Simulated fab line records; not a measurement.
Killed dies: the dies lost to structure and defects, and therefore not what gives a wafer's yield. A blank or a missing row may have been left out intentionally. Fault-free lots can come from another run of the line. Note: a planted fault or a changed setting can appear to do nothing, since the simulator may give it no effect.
fab line records / flow n5_finfet
record lots=6 wafers=18 last_day=17
route steps=1938 shown BEOL_M11@1561
lots with no fault: from the same line, run without faults
start_h: start of the lot's first displayed wafer, in hours after the record's first day / wait_h: time in hours since the lot's previous step / " same as the row above / L1.1+2: a single row standing in for several wafers / - no value present, or no start provided / * or withheld: withheld / < > ~ a bound
route shown NAME@n: names a module that has steps shown in the file, with the first one's number in the route / usual: mean/standard deviation taken from wafers without a fault / same: alike in all rows / chamber/n: place in a boat / sites: readings site by site / _std_site: standard deviation of those values / _edge_site: the outer-site mean with the inner-site mean subtracted / radius_mm: for every site, how far away it sits from the centre of the wafer / mask NAME#n: copy n / behind: the tool/chamber that last shaped the wafer / hold: the reason the lot was held/the length of the hold in hours/how it ended / device: which transistor (n, p or np) failed to switch / end of line: the same wafers' tests at the end of the route / a step with no rows: only its recipe / killed: at the first sort, the dies lost to defects and structure; wafer yield is something else / map: shows each die of a wafer: x if killed, . if not, _ if none is there
set.NAME: the setting that was run; set.NAME@STEP: the one run at that earlier step / model.NAME: the simulator's own value behind a step, which no gauge read
lots at selected steps of the route; one table per step, one row per wafer
services: when a tool's chamber went out of use (start_h, in hours from the record's first day, below 0 if earlier), for how many hours, and the reason
## steps
# step N5_BEOL_M11_COAT_64
# recipe resist=SiARC temp_c=220 time_s=60 spin_rpm=1500 resist_thk_nm=30
# step N5_BEOL_M11_COAT_22
# recipe resist=CAR-ArF spin_rpm=1500 resist_thk_nm=90
# step N5_BEOL_M11_EBR_24
# recipe solvent=PGMEA ebr_width_mm=1.5
# step N5_BEOL_M11_SOFTBAKE_23
# recipe temp_c=110 time_s=60 resist=CAR-ArF
# step N5_BEOL_M11_EXPOSE_25
# recipe mask_id=V10 na=1.35 source_shape=annular sigma_inner=0.5 sigma_outer=0.8 polarization=unpolarized dose_mj=85.5
# step N5_BEOL_M11_PEB_26
# recipe peb_temp_c=withheld peb_time_s=60 resist=CAR-ArF
# step N5_BEOL_M11_DEVELOP_27
# recipe develop_time_s=30 developer=TMAH resist=CAR-ArF rinse_liquid=diw dry=air_spin dev_temp_c=23
# step N5_BEOL_M11_CD_MEAS_28
# recipe target_cd_nm=70 landing_energy_ev=500 detector=se_inlens polarity=opening
# usual cd_nm=69.7/0.83
lot.wafer=L377.1 tool=cd_sem-01 chamber=0 start_h=277.39 wait_h=- cd_nm=69.1
lot.wafer=L377.2 tool=cd_sem-01 chamber=0 start_h=277.39 wait_h=- cd_nm=69.3
lot.wafer=L377.3 tool=cd_sem-01 chamber=0 start_h=277.39 wait_h=- cd_nm=69.1
lot.wafer=L380.4 tool=cd_sem-03 chamber=0 start_h=292.73 wait_h=- cd_nm=70.9
lot.wafer=L380.5 tool=cd_sem-03 chamber=0 start_h=292.73 wait_h=- cd_nm=70.6
lot.wafer=L380.6 tool=cd_sem-03 chamber=0 start_h=292.73 wait_h=- cd_nm=70.5
lot.wafer=L385.1 tool=cd_sem-02 chamber=0 start_h=315.00 wait_h=- cd_nm=69.5
lot.wafer=L385.2 tool=cd_sem-02 chamber=0 start_h=315.00 wait_h=- cd_nm=70.0
lot.wafer=L385.4 tool=cd_sem-02 chamber=0 start_h=315.00 wait_h=- cd_nm=70.9
lot.wafer=L387.1 tool=cd_sem-01 chamber=0 start_h=321.11 wait_h=- cd_nm=70.9
lot.wafer=L387.3 tool=cd_sem-01 chamber=0 start_h=321.11 wait_h=- cd_nm=70.5
lot.wafer=L387.4 tool=cd_sem-01 chamber=0 start_h=321.11 wait_h=- cd_nm=70.9
lot.wafer=L390.3 tool=cd_sem-02 chamber=0 start_h=350.82 wait_h=- cd_nm=68.7
lot.wafer=L390.4 tool=cd_sem-02 chamber=0 start_h=350.82 wait_h=- cd_nm=68.9
lot.wafer=L390.5 tool=cd_sem-02 chamber=0 start_h=350.82 wait_h=- cd_nm=69.5
lot.wafer=L392.1 tool=cd_sem-01 chamber=0 start_h=357.42 wait_h=- cd_nm=68.6
lot.wafer=L392.3 tool=cd_sem-01 chamber=0 start_h=357.42 wait_h=- cd_nm=70.4
lot.wafer=L392.6 tool=cd_sem-01 chamber=0 start_h=357.42 wait_h=- cd_nm=69.5
# step N5_BEOL_M11_OVL_MEAS_29
# recipe points_per_wafer=44
# usual V10_OVL=0.0/0.71
lot.wafer=L377.1 tool=overlay-01 chamber=0 start_h=277.42 wait_h=0.0 V10_OVL[nm]=-0.1
lot.wafer=L377.2 tool=overlay-01 chamber=0 start_h=277.42 wait_h=0.0 V10_OVL[nm]=0.8
lot.wafer=L377.3 tool=overlay-01 chamber=0 start_h=277.42 wait_h=0.0 V10_OVL[nm]=1.5
lot.wafer=L380.4 tool=overlay-01 chamber=0 start_h=292.76 wait_h=0.0 V10_OVL[nm]=0.6
lot.wafer=L380.5 tool=overlay-01 chamber=0 start_h=292.76 wait_h=0.0 V10_OVL[nm]=0.6
lot.wafer=L380.6 tool=overlay-01 chamber=0 start_h=292.76 wait_h=0.0 V10_OVL[nm]=-0.1
lot.wafer=L385.1 tool=overlay-01 chamber=0 start_h=315.03 wait_h=0.0 V10_OVL[nm]=1.8
lot.wafer=L385.2 tool=overlay-01 chamber=0 start_h=315.03 wait_h=0.0 V10_OVL[nm]=1.0
lot.wafer=L385.4 tool=overlay-01 chamber=0 start_h=315.03 wait_h=0.0 V10_OVL[nm]=1.2
lot.wafer=L387.1 tool=overlay-01 chamber=0 start_h=321.14 wait_h=0.0 V10_OVL[nm]=1.1
lot.wafer=L387.3 tool=overlay-01 chamber=0 start_h=321.14 wait_h=0.0 V10_OVL[nm]=0.7
lot.wafer=L387.4 tool=overlay-01 chamber=0 start_h=321.14 wait_h=0.0 V10_OVL[nm]=-0.6
lot.wafer=L390.3 tool=overlay-02 chamber=0 start_h=350.85 wait_h=0.0 V10_OVL[nm]=0.3
lot.wafer=L390.4 tool=overlay-02 chamber=0 start_h=350.85 wait_h=0.0 V10_OVL[nm]=1.3
lot.wafer=L390.5 tool=overlay-02 chamber=0 start_h=350.85 wait_h=0.0 V10_OVL[nm]=0.8
lot.wafer=L392.1 tool=overlay-02 chamber=0 start_h=357.45 wait_h=0.0 V10_OVL[nm]=0.6
lot.wafer=L392.3 tool=overlay-02 chamber=0 start_h=357.45 wait_h=0.0 V10_OVL[nm]=0.1
lot.wafer=L392.6 tool=overlay-02 chamber=0 start_h=357.45 wait_h=0.0 V10_OVL[nm]=0.1
# step N5_BEOL_M11_INSPECT_30
# recipe mode=adi inspect_instrument=brightfield
# usual raw_defect_count=367/77
lot.wafer=L377.1 tool=defect_inspect-01 chamber=- start_h=277.45 wait_h=0.0 raw_defect_count=355
lot.wafer=L377.2 tool=defect_inspect-01 chamber=- start_h=277.45 wait_h=0.0 raw_defect_count=461
lot.wafer=L377.3 tool=defect_inspect-01 chamber=- start_h=277.45 wait_h=0.0 raw_defect_count=384
lot.wafer=L380.4 tool=defect_inspect-02 chamber=- start_h=292.78 wait_h=0.0 raw_defect_count=558
lot.wafer=L380.5 tool=defect_inspect-02 chamber=- start_h=292.78 wait_h=0.0 raw_defect_count=402
lot.wafer=L380.6 tool=defect_inspect-02 chamber=- start_h=292.78 wait_h=0.0 raw_defect_count=392
lot.wafer=L385.1 tool=defect_inspect-02 chamber=- start_h=315.06 wait_h=0.0 raw_defect_count=399
lot.wafer=L385.2 tool=defect_inspect-02 chamber=- start_h=315.06 wait_h=0.0 raw_defect_count=385
lot.wafer=L385.4 tool=defect_inspect-02 chamber=- start_h=315.06 wait_h=0.0 raw_defect_count=430
lot.wafer=L387.1 tool=defect_inspect-02 chamber=- start_h=321.16 wait_h=0.0 raw_defect_count=424
lot.wafer=L387.3 tool=defect_inspect-02 chamber=- start_h=321.16 wait_h=0.0 raw_defect_count=516
lot.wafer=L387.4 tool=defect_inspect-02 chamber=- start_h=321.16 wait_h=0.0 raw_defect_count=517
lot.wafer=L390.3 tool=defect_inspect-01 chamber=- start_h=350.88 wait_h=0.0 raw_defect_count=335
lot.wafer=L390.4 tool=defect_inspect-01 chamber=- start_h=350.88 wait_h=0.0 raw_defect_count=361
lot.wafer=L390.5 tool=defect_inspect-01 chamber=- start_h=350.88 wait_h=0.0 raw_defect_count=376
lot.wafer=L392.1 tool=defect_inspect-01 chamber=- start_h=357.47 wait_h=0.0 raw_defect_count=354
lot.wafer=L392.3 tool=defect_inspect-01 chamber=- start_h=357.47 wait_h=0.0 raw_defect_count=501
lot.wafer=L392.6 tool=defect_inspect-01 chamber=- start_h=357.47 wait_h=0.0 raw_defect_count=532
# step N5_BEOL_M11_DESCUM_33
# recipe chemistry=O2 time_s=7.9 source_power_w=50 bias_power_w=20 pressure_mtorr=20 rf_frequency_hz=2.712e+07 temp_c=40 resist=CAR-ArF o2_flow_sccm=225
# usual chamber_pressure_mTorr=20.000/0.021 drypump_motor_current_A=5.7/0.41 oes_product_au=0.79/0.077 rf_vpp_V=243.0/1.1 showerhead_plenum_p_Torr=2.09/0.046 throttle_valve_pct=20.40/0.29
# same time_s=7.9
lot.wafer=L377.1 tool=rie_diel-03 chamber=1 start_h=277.75 wait_h=0.3 chamber_pressure_mTorr=19.995 drypump_motor_current_A=6.1 oes_product_au=0.72 rf_hours_counter_h=186 rf_vpp_V=244.0 showerhead_plenum_p_Torr=2.17 throttle_valve_pct=20.45
lot.wafer=L377.2 tool=rie_diel-03 chamber=3 start_h=277.75 wait_h=0.3 chamber_pressure_mTorr=20.001 drypump_motor_current_A=6.2 oes_product_au=0.85 rf_hours_counter_h=69 rf_vpp_V=242.6 showerhead_plenum_p_Torr=2.13 throttle_valve_pct=20.34
lot.wafer=L377.3 tool=rie_diel-03 chamber=0 start_h=277.75 wait_h=0.3 chamber_pressure_mTorr=20.048 drypump_motor_current_A=6.2 oes_product_au=0.75 rf_hours_counter_h=157 rf_vpp_V=240.4 showerhead_plenum_p_Torr=2.00 throttle_valve_pct=20.17
lot.wafer=L380.4 tool=rie_diel-01 chamber=1 start_h=293.09 wait_h=0.3 chamber_pressure_mTorr=19.969 drypump_motor_current_A=5.8 oes_product_au=0.80 rf_hours_counter_h=112 rf_vpp_V=242.5 showerhead_plenum_p_Torr=2.11 throttle_valve_pct=20.44
lot.wafer=L380.5 tool=rie_diel-01 chamber=0 start_h=293.09 wait_h=0.3 chamber_pressure_mTorr=19.994 drypump_motor_current_A=5.6 oes_product_au=0.73 rf_hours_counter_h=- rf_vpp_V=243.8 showerhead_plenum_p_Torr=2.09 throttle_valve_pct=20.49
lot.wafer=L380.6 tool=rie_diel-01 chamber=1 start_h=293.09 wait_h=0.3 chamber_pressure_mTorr=19.986 drypump_motor_current_A=5.8 oes_product_au=0.82 rf_hours_counter_h=- rf_vpp_V=243.4 showerhead_plenum_p_Torr=2.11 throttle_valve_pct=20.46
lot.wafer=L385.1 tool=rie_diel-03 chamber=1 start_h=315.65 wait_h=0.6 chamber_pressure_mTorr=19.956 drypump_motor_current_A=6.1 oes_product_au=0.71 rf_hours_counter_h=203 rf_vpp_V=245.3 showerhead_plenum_p_Torr=2.17 throttle_valve_pct=20.48
lot.wafer=L385.2 tool=rie_diel-03 chamber=3 start_h=315.65 wait_h=0.6 chamber_pressure_mTorr=19.979 drypump_motor_current_A=6.2 oes_product_au=0.84 rf_hours_counter_h=85 rf_vpp_V=244.7 showerhead_plenum_p_Torr=2.13 throttle_valve_pct=20.37
lot.wafer=L385.4 tool=rie_diel-03 chamber=2 start_h=315.65 wait_h=0.6 chamber_pressure_mTorr=19.990 drypump_motor_current_A=5.5 oes_product_au=0.72 rf_hours_counter_h=180 rf_vpp_V=243.1 showerhead_plenum_p_Torr=2.08 throttle_valve_pct=20.41
lot.wafer=L387.1 tool=rie_diel-05 chamber=1 start_h=321.20 wait_h=0.0 chamber_pressure_mTorr=20.018 drypump_motor_current_A=6.2 oes_product_au=0.77 rf_hours_counter_h=127 rf_vpp_V=242.6 showerhead_plenum_p_Torr=2.10 throttle_valve_pct=20.80
lot.wafer=L387.3 tool=rie_diel-05 chamber=0 start_h=321.20 wait_h=0.0 chamber_pressure_mTorr=20.014 drypump_motor_current_A=5.7 oes_product_au=0.96 rf_hours_counter_h=6 rf_vpp_V=244.1 showerhead_plenum_p_Torr=2.07 throttle_valve_pct=20.48
lot.wafer=L387.4 tool=rie_diel-05 chamber=2 start_h=321.20 wait_h=0.0 chamber_pressure_mTorr=20.027 drypump_motor_current_A=5.0 oes_product_au=0.85 rf_hours_counter_h=54 rf_vpp_V=242.0 showerhead_plenum_p_Torr=2.13 throttle_valve_pct=19.90
lot.wafer=L390.3 tool=rie_diel-03 chamber=3 start_h=350.91 wait_h=0.0 chamber_pressure_mTorr=20.003 drypump_motor_current_A=6.2 oes_product_au=0.82 rf_hours_counter_h=97 rf_vpp_V=243.4 showerhead_plenum_p_Torr=2.12 throttle_valve_pct=20.39
lot.wafer=L390.4 tool=rie_diel-03 chamber=3 start_h=350.91 wait_h=0.0 chamber_pressure_mTorr=19.997 drypump_motor_current_A=6.2 oes_product_au=0.81 rf_hours_counter_h=- rf_vpp_V=243.5 showerhead_plenum_p_Torr=2.12 throttle_valve_pct=20.39
lot.wafer=L390.5 tool=rie_diel-03 chamber=0 start_h=350.91 wait_h=0.0 chamber_pressure_mTorr=20.002 drypump_motor_current_A=6.2 oes_product_au=0.73 rf_hours_counter_h=- rf_vpp_V=241.5 showerhead_plenum_p_Torr=1.99 throttle_valve_pct=20.20
lot.wafer=L392.1 tool=rie_diel-01 chamber=1 start_h=357.51 wait_h=0.0 chamber_pressure_mTorr=20.002 drypump_motor_current_A=5.7 oes_product_au=0.79 rf_hours_counter_h=133 rf_vpp_V=243.2 showerhead_plenum_p_Torr=2.11 throttle_valve_pct=20.49
lot.wafer=L392.3 tool=rie_diel-01 chamber=0 start_h=357.51 wait_h=0.0 chamber_pressure_mTorr=19.964 drypump_motor_current_A=5.6 oes_product_au=0.73 rf_hours_counter_h=194 rf_vpp_V=241.9 showerhead_plenum_p_Torr=2.08 throttle_valve_pct=20.53
lot.wafer=L392.6 tool=rie_diel-01 chamber=3 start_h=357.51 wait_h=0.0 chamber_pressure_mTorr=19.979 drypump_motor_current_A=5.2 oes_product_au=0.87 rf_hours_counter_h=- rf_vpp_V=243.6 showerhead_plenum_p_Torr=2.12 throttle_valve_pct=20.15
# step N5_BEOL_M11_ETCH_65
# recipe chemistry=CF4 target=SiARC target_depth_a=390 mask_material=CAR-ArF time_s=65 ion_energy_ev=80 pressure_mtorr=40 source_w=545 bias_w=36 Ar_flow_sccm=100 cf4_flow_sccm=100 ends=cleared
# usual chamber_pressure_mTorr=40.00/0.034 drypump_motor_current_A=5.7/0.41 etch_rf_on_time_s=64.8/1.1 oes_product_au=0.68/0.066 rf_vpp_V=184.1/1 showerhead_plenum_p_Torr=2.14/0.043 throttle_valve_pct=15.57/0.28
lot.wafer=L377.1 tool=rie_diel-03 chamber=1 start_h=277.79 wait_h=0.0 chamber_pressure_mTorr=40.01 drypump_motor_current_A=6.1 etch_rf_on_time_s=65.6 oes_product_au=0.61 rf_hours_counter_h=186 rf_vpp_V=184.8 showerhead_plenum_p_Torr=2.22 throttle_valve_pct=15.65
lot.wafer=L377.2 tool=rie_diel-03 chamber=3 start_h=277.79 wait_h=0.0 chamber_pressure_mTorr=40.04 drypump_motor_current_A=6.2 etch_rf_on_time_s=65.2 oes_product_au=0.72 rf_hours_counter_h=69 rf_vpp_V=183.4 showerhead_plenum_p_Torr=2.16 throttle_valve_pct=15.43
lot.wafer=L377.3 tool=rie_diel-03 chamber=0 start_h=277.79 wait_h=0.0 chamber_pressure_mTorr=39.92 drypump_motor_current_A=6.2 etch_rf_on_time_s=65.0 oes_product_au=0.65 rf_hours_counter_h=157 rf_vpp_V=182.3 showerhead_plenum_p_Torr=2.06 throttle_valve_pct=15.44
lot.wafer=L380.4 tool=rie_diel-01 chamber=1 start_h=293.13 wait_h=0.0 chamber_pressure_mTorr=40.04 drypump_motor_current_A=5.7 etch_rf_on_time_s=64.8 oes_product_au=0.69 rf_hours_counter_h=113 rf_vpp_V=184.0 showerhead_plenum_p_Torr=2.16 throttle_valve_pct=15.61
lot.wafer=L380.5 tool=rie_diel-01 chamber=0 start_h=293.13 wait_h=0.0 chamber_pressure_mTorr=39.97 drypump_motor_current_A=5.6 etch_rf_on_time_s=64.4 oes_product_au=0.63 rf_hours_counter_h=- rf_vpp_V=185.2 showerhead_plenum_p_Torr=2.13 throttle_valve_pct=15.65
lot.wafer=L380.6 tool=rie_diel-01 chamber=1 start_h=293.13 wait_h=0.0 chamber_pressure_mTorr=39.99 drypump_motor_current_A=5.7 etch_rf_on_time_s=65.4 oes_product_au=0.68 rf_hours_counter_h=- rf_vpp_V=183.5 showerhead_plenum_p_Torr=2.16 throttle_valve_pct=15.60
lot.wafer=L385.1 tool=rie_diel-03 chamber=1 start_h=315.68 wait_h=0.0 chamber_pressure_mTorr=40.02 drypump_motor_current_A=6.1 etch_rf_on_time_s=66.2 oes_product_au=0.60 rf_hours_counter_h=203 rf_vpp_V=185.2 showerhead_plenum_p_Torr=2.21 throttle_valve_pct=15.67
lot.wafer=L385.2 tool=rie_diel-03 chamber=3 start_h=315.68 wait_h=0.0 chamber_pressure_mTorr=40.01 drypump_motor_current_A=6.2 etch_rf_on_time_s=65.2 oes_product_au=0.71 rf_hours_counter_h=85 rf_vpp_V=184.2 showerhead_plenum_p_Torr=2.16 throttle_valve_pct=15.47
lot.wafer=L385.4 tool=rie_diel-03 chamber=2 start_h=315.68 wait_h=0.0 chamber_pressure_mTorr=40.03 drypump_motor_current_A=5.4 etch_rf_on_time_s=64.4 oes_product_au=0.61 rf_hours_counter_h=180 rf_vpp_V=184.3 showerhead_plenum_p_Torr=2.13 throttle_valve_pct=15.64
lot.wafer=L387.1 tool=rie_diel-05 chamber=1 start_h=321.23 wait_h=0.0 chamber_pressure_mTorr=40.01 drypump_motor_current_A=6.2 etch_rf_on_time_s=66.1 oes_product_au=0.66 rf_hours_counter_h=127 rf_vpp_V=183.7 showerhead_plenum_p_Torr=2.15 throttle_valve_pct=15.92
lot.wafer=L387.3 tool=rie_diel-05 chamber=0 start_h=321.23 wait_h=0.0 chamber_pressure_mTorr=40.06 drypump_motor_current_A=5.7 etch_rf_on_time_s=64.5 oes_product_au=0.81 rf_hours_counter_h=6 rf_vpp_V=183.9 showerhead_plenum_p_Torr=2.11 throttle_valve_pct=15.53
lot.wafer=L387.4 tool=rie_diel-05 chamber=2 start_h=321.23 wait_h=0.0 chamber_pressure_mTorr=40.01 drypump_motor_current_A=5.0 etch_rf_on_time_s=63.5 oes_product_au=0.73 rf_hours_counter_h=54 rf_vpp_V=184.3 showerhead_plenum_p_Torr=2.17 throttle_valve_pct=15.09
lot.wafer=L390.3 tool=rie_diel-03 chamber=3 start_h=350.94 wait_h=0.0 chamber_pressure_mTorr=40.04 drypump_motor_current_A=6.2 etch_rf_on_time_s=65.0 oes_product_au=0.70 rf_hours_counter_h=97 rf_vpp_V=184.7 showerhead_plenum_p_Torr=2.15 throttle_valve_pct=15.48
lot.wafer=L390.4 tool=rie_diel-03 chamber=3 start_h=350.94 wait_h=0.0 chamber_pressure_mTorr=40.01 drypump_motor_current_A=6.3 etch_rf_on_time_s=65.4 oes_product_au=0.70 rf_hours_counter_h=- rf_vpp_V=182.9 showerhead_plenum_p_Torr=2.15 throttle_valve_pct=15.49
lot.wafer=L390.5 tool=rie_diel-03 chamber=0 start_h=350.94 wait_h=0.0 chamber_pressure_mTorr=40.01 drypump_motor_current_A=6.1 etch_rf_on_time_s=66.5 oes_product_au=0.63 rf_hours_counter_h=- rf_vpp_V=182.2 showerhead_plenum_p_Torr=2.05 throttle_valve_pct=15.50
lot.wafer=L392.1 tool=rie_diel-01 chamber=1 start_h=357.54 wait_h=0.0 chamber_pressure_mTorr=40.00 drypump_motor_current_A=5.7 etch_rf_on_time_s=65.4 oes_product_au=0.67 rf_hours_counter_h=133 rf_vpp_V=185.4 showerhead_plenum_p_Torr=2.15 throttle_valve_pct=15.65
lot.wafer=L392.3 tool=rie_diel-01 chamber=0 start_h=357.54 wait_h=0.0 chamber_pressure_mTorr=39.96 drypump_motor_current_A=5.6 etch_rf_on_time_s=65.1 oes_product_au=0.62 rf_hours_counter_h=194 rf_vpp_V=183.6 showerhead_plenum_p_Torr=2.13 throttle_valve_pct=15.69
lot.wafer=L392.6 tool=rie_diel-01 chamber=3 start_h=357.54 wait_h=0.0 chamber_pressure_mTorr=39.97 drypump_motor_current_A=5.1 etch_rf_on_time_s=63.1 oes_product_au=0.75 rf_hours_counter_h=- rf_vpp_V=184.7 showerhead_plenum_p_Torr=2.17 throttle_valve_pct=15.36
# step N5_BEOL_M11_ETCH_66
# recipe chemistry=N2/H2 target=SOC target_depth_a=1200 overetch_a=240 mask_material=SiARC temp_c=40 time_s=180 ion_energy_ev=200 pressure_mtorr=30 source_w=840 bias_w=150 n2_flow_sccm=200 h2_flow_sccm=200
# usual chamber_pressure_mTorr=30.006/0.025 drypump_motor_current_A=5.7/0.41 oes_product_au=0.64/0.058 rf_vpp_V=523.8/1.7 run_length_s=203.4/0.51 showerhead_plenum_p_Torr=2.54/0.057 throttle_valve_pct=17.76/0.29
lot.wafer=L377.1 tool=rie_diel-03 chamber=1 start_h=277.84 wait_h=0.0 chamber_pressure_mTorr=30.027 drypump_motor_current_A=6.2 oes_product_au=0.59 rf_hours_counter_h=186 rf_vpp_V=526.2 run_length_s=202.3 showerhead_plenum_p_Torr=2.64 throttle_valve_pct=17.92 model.SiARC_of_BEOL_M11_COAT_64.thk_nm=23
lot.wafer=L377.2 tool=rie_diel-03 chamber=3 start_h=277.84 wait_h=0.0 chamber_pressure_mTorr=29.981 drypump_motor_current_A=6.3 oes_product_au=0.68 rf_hours_counter_h=69 rf_vpp_V=524.3 run_length_s=203.7 showerhead_plenum_p_Torr=2.58 throttle_valve_pct=17.65 model.SiARC_of_BEOL_M11_COAT_64.thk_nm=22.8
lot.wafer=L377.3 tool=rie_diel-03 chamber=0 start_h=277.84 wait_h=0.0 chamber_pressure_mTorr=30.007 drypump_motor_current_A=6.2 oes_product_au=0.61 rf_hours_counter_h=157 rf_vpp_V=520.5 run_length_s=203.3 showerhead_plenum_p_Torr=2.44 throttle_valve_pct=17.55 model.SiARC_of_BEOL_M11_COAT_64.thk_nm=22.8
lot.wafer=L380.4 tool=rie_diel-01 chamber=1 start_h=293.18 wait_h=0.0 chamber_pressure_mTorr=30.027 drypump_motor_current_A=5.7 oes_product_au=0.65 rf_hours_counter_h=113 rf_vpp_V=524.1 run_length_s=202.6 showerhead_plenum_p_Torr=2.56 throttle_valve_pct=17.77 model.SiARC_of_BEOL_M11_COAT_64.thk_nm=22.8
lot.wafer=L380.5 tool=rie_diel-01 chamber=0 start_h=293.18 wait_h=0.0 chamber_pressure_mTorr=30.004 drypump_motor_current_A=5.6 oes_product_au=0.60 rf_hours_counter_h=- rf_vpp_V=523.2 run_length_s=203.6 showerhead_plenum_p_Torr=2.54 throttle_valve_pct=17.92 model.SiARC_of_BEOL_M11_COAT_64.thk_nm=22.8
lot.wafer=L380.6 tool=rie_diel-01 chamber=1 start_h=293.18 wait_h=0.0 chamber_pressure_mTorr=30.017 drypump_motor_current_A=5.7 oes_product_au=0.65 rf_hours_counter_h=- rf_vpp_V=524.8 run_length_s=203.0 showerhead_plenum_p_Torr=2.56 throttle_valve_pct=17.77 model.SiARC_of_BEOL_M11_COAT_64.thk_nm=22.6
lot.wafer=L385.1 tool=rie_diel-03 chamber=1 start_h=315.73 wait_h=0.0 chamber_pressure_mTorr=29.983 drypump_motor_current_A=6.2 oes_product_au=0.58 rf_hours_counter_h=203 rf_vpp_V=525.9 run_length_s=202.7 showerhead_plenum_p_Torr=2.63 throttle_valve_pct=17.93 model.SiARC_of_BEOL_M11_COAT_64.thk_nm=23
lot.wafer=L385.2 tool=rie_diel-03 chamber=3 start_h=315.73 wait_h=0.0 chamber_pressure_mTorr=29.973 drypump_motor_current_A=6.2 oes_product_au=0.53 rf_hours_counter_h=85 rf_vpp_V=525.7 run_length_s=316.8 showerhead_plenum_p_Torr=2.58 throttle_valve_pct=17.67 model.SiARC_of_BEOL_M11_COAT_64.thk_nm=18.4
lot.wafer=L385.4 tool=rie_diel-03 chamber=2 start_h=315.73 wait_h=0.0 chamber_pressure_mTorr=30.005 drypump_motor_current_A=5.5 oes_product_au=0.58 rf_hours_counter_h=180 rf_vpp_V=525.3 run_length_s=203.5 showerhead_plenum_p_Torr=2.53 throttle_valve_pct=17.94 model.SiARC_of_BEOL_M11_COAT_64.thk_nm=22.8
lot.wafer=L387.1 tool=rie_diel-05 chamber=1 start_h=321.28 wait_h=0.0 chamber_pressure_mTorr=29.993 drypump_motor_current_A=6.2 oes_product_au=0.63 rf_hours_counter_h=127 rf_vpp_V=523.1 run_length_s=204.0 showerhead_plenum_p_Torr=2.55 throttle_valve_pct=18.14 model.SiARC_of_BEOL_M11_COAT_64.thk_nm=23
lot.wafer=L387.3 tool=rie_diel-05 chamber=0 start_h=321.28 wait_h=0.0 chamber_pressure_mTorr=30.014 drypump_motor_current_A=5.7 oes_product_au=0.77 rf_hours_counter_h=6 rf_vpp_V=523.1 run_length_s=203.6 showerhead_plenum_p_Torr=2.49 throttle_valve_pct=17.68 model.SiARC_of_BEOL_M11_COAT_64.thk_nm=22.8
lot.wafer=L387.4 tool=rie_diel-05 chamber=2 start_h=321.28 wait_h=0.0 chamber_pressure_mTorr=29.994 drypump_motor_current_A=5.0 oes_product_au=0.68 rf_hours_counter_h=55 rf_vpp_V=524.7 run_length_s=203.5 showerhead_plenum_p_Torr=2.58 throttle_valve_pct=17.18 model.SiARC_of_BEOL_M11_COAT_64.thk_nm=22.6
lot.wafer=L390.3 tool=rie_diel-03 chamber=3 start_h=350.99 wait_h=0.0 chamber_pressure_mTorr=29.994 drypump_motor_current_A=6.2 oes_product_au=0.53 rf_hours_counter_h=97 rf_vpp_V=524.5 run_length_s=317.3 showerhead_plenum_p_Torr=2.57 throttle_valve_pct=17.71 model.SiARC_of_BEOL_M11_COAT_64.thk_nm=18.4
lot.wafer=L390.4 tool=rie_diel-03 chamber=3 start_h=350.99 wait_h=0.0 chamber_pressure_mTorr=29.960 drypump_motor_current_A=6.3 oes_product_au=0.52 rf_hours_counter_h=- rf_vpp_V=524.8 run_length_s=316.8 showerhead_plenum_p_Torr=2.57 throttle_valve_pct=17.70 model.SiARC_of_BEOL_M11_COAT_64.thk_nm=18.2
lot.wafer=L390.5 tool=rie_diel-03 chamber=0 start_h=350.99 wait_h=0.0 chamber_pressure_mTorr=30.022 drypump_motor_current_A=6.2 oes_product_au=0.61 rf_hours_counter_h=- rf_vpp_V=518.6 run_length_s=203.2 showerhead_plenum_p_Torr=2.43 throttle_valve_pct=17.60 model.SiARC_of_BEOL_M11_COAT_64.thk_nm=23
lot.wafer=L392.1 tool=rie_diel-01 chamber=1 start_h=357.59 wait_h=0.0 chamber_pressure_mTorr=30.003 drypump_motor_current_A=5.7 oes_product_au=0.64 rf_hours_counter_h=133 rf_vpp_V=523.4 run_length_s=202.8 showerhead_plenum_p_Torr=2.55 throttle_valve_pct=17.81 model.SiARC_of_BEOL_M11_COAT_64.thk_nm=22.6
lot.wafer=L392.3 tool=rie_diel-01 chamber=0 start_h=357.59 wait_h=0.0 chamber_pressure_mTorr=30.014 drypump_motor_current_A=5.6 oes_product_au=0.58 rf_hours_counter_h=194 rf_vpp_V=523.4 run_length_s=203.7 showerhead_plenum_p_Torr=2.53 throttle_valve_pct=17.96 model.SiARC_of_BEOL_M11_COAT_64.thk_nm=22.6
lot.wafer=L392.6 tool=rie_diel-01 chamber=3 start_h=357.59 wait_h=0.0 chamber_pressure_mTorr=30.013 drypump_motor_current_A=5.2 oes_product_au=0.70 rf_hours_counter_h=- rf_vpp_V=525.1 run_length_s=203.4 showerhead_plenum_p_Torr=2.59 throttle_valve_pct=17.59 model.SiARC_of_BEOL_M11_COAT_64.thk_nm=22.4
# step N5_BEOL_M11_STRIP_69
# recipe chemistry=N2/H2 temp_c=40 n2_flow_sccm=200 h2_flow_sccm=200 rf_frequency_hz=6e+07
## services
tool=rie_diel-05 chamber=- start_h=255.94 hours=4.4 kind=repair
tool=rie_diel-03 chamber=3 start_h=261.12 hours=1.6 kind=repair
tool=rie_diel-05 chamber=0 start_h=261.54 hours=- kind=clean
tool=rie_diel-05 chamber=0 start_h=261.54 hours=- kind=consumable_replace:focus_ring
tool=rie_diel-05 chamber=0 start_h=261.54 hours=20.1 kind=scheduled_down
tool=rie_diel-05 chamber=0 start_h=261.54 hours=20.1 kind=vent_cycle
tool=rie_diel-05 chamber=- start_h=265.35 hours=34.4 kind=repair
tool=rie_diel-03 chamber=1 start_h=349.49 hours=7.0 kind=repair
tool=rie_diel-05 chamber=3 start_h=353.07 hours=7.0 kind=repair
## key
first_sign step=N5_BEOL_M11_ETCH_66 reading=run_length_s direction=up sigmas=99+ usual=* struck=*
effect none on later readings
model_effect step=N5_BEOL_M11_ETCH_66 value=SiARC_of_BEOL_M11_COAT_64.thk_nm without=22.8 struck=18.33
met_at N5_BEOL_M11_ETCH_66
struck_wafers L385.2,L390.3,L390.4
onset_between 277.84 315.73
fault kind=process_parameter_drift tool=rie_diel-03 chamber=3 onset_h=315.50 steps=N5_BEOL_M11_ETCH_66 channel=time_s offset=* shape=step end_h=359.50 acts_in=* stated=*
